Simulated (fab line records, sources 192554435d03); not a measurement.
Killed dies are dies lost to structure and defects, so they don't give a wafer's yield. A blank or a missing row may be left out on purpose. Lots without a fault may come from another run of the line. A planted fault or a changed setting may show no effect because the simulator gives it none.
Which tool did it? | flow n5_finfet | 24 lots, 72 wafers sampled, at 1 step of a route of 1938

WHAT THE GAUGES READ, wafer by wafer
N5_BEOL_M3_OCD_MEAS_38.
lot  | measured     | on     | trench_depth_nm (nm)
L076 | day 7 10:34  | ocd-02 | 57.4 56.8 55.2
L074 | day 7 10:41  | ocd-01 | 53.6 54.9 53.7
L075 | day 7 14:14  | ocd-01 | 54.1 52.2 55.7
L077 | day 7 21:50  | ocd-02 | 54.5 53.7 53.7
L078 | day 8 05:28  | ocd-01 | 57.6 53.1 54.9
L079 | day 8 09:42  | ocd-02 | 56.5 55.9 55.6
L080 | day 8 20:22  | ocd-01 | 53.3 56.8 55.5
L081 | day 9 03:47  | ocd-01 | 53.1 56.5 53.2
L082 | day 9 04:52  | ocd-02 | 55.5 56.5 53.2
L083 | day 9 12:59  | ocd-02 | 56.0 55.7 56.0
L084 | day 9 17:48  | ocd-01 | 57.6 53.5 58.9
L085 | day 10 01:35 | ocd-01 | 57.1 54.6 54.8
L086 | day 10 11:09 | ocd-01 | 55.6 58.5 52.9
L087 | day 10 19:10 | ocd-02 | 55.6 54.0 54.9
L088 | day 10 19:12 | ocd-01 | 58.3 55.6 52.9
L089 | day 11 07:29 | ocd-01 | 53.7 56.1 56.1
L090 | day 11 11:07 | ocd-01 | 54.8 54.5 55.2
L091 | day 11 11:09 | ocd-01 | 56.7 53.3 57.5
L092 | day 12 00:17 | ocd-01 | 55.5 55.3 53.4
L093 | day 12 01:22 | ocd-02 | 53.9 55.6 54.3
L094 | day 12 06:02 | ocd-01 | 52.1 55.2 54.8
L095 | day 12 14:26 | ocd-02 | 54.2 55.6 54.5
L096 | day 12 23:52 | ocd-01 | 55.8 53.3 56.0
L097 | day 13 04:02 | ocd-01 | 56.5 56.0 54.7

WHICH TOOL RAN EACH LOT (tool, then ch and the chambers of the sampled wafers, then the start)
The record holds no process step before these readings.

WHAT THE TOOLS THEMSELVES READ (means of the sampled wafers that have a number; where no wafer has one, the mark that the record gives instead)
The record holds no such reading with a usual standard deviation.

THE ANSWER, worked out from the rows above alone
Rule: what is usual is taken from the lots themselves. Put in order of their means at a reading, lots are off if they are a third of the lots or fewer, leave a main group of 4 or more, and stand apart from it by a gap of 3 or more times the standard deviation of the main group's means; of several such gaps the widest counts. A main group whose means are all the same, to the digits that the tables above print for the reading, isn't used. A lot without any number at a reading at which 4 lots or more have one is off too. The other lots that the step has rows for count as sound. The gauges are gone through in route order, then the tools' own readings, and for those a lot's mean is taken as printed above. The first step at which some lot is off is used, and at that step the reading that is off furthest; a lot without a number counts as furthest.
No lot is off at any reading shown: from this, nothing can be told.

WHAT THE SIMULATOR HAD PUT IN
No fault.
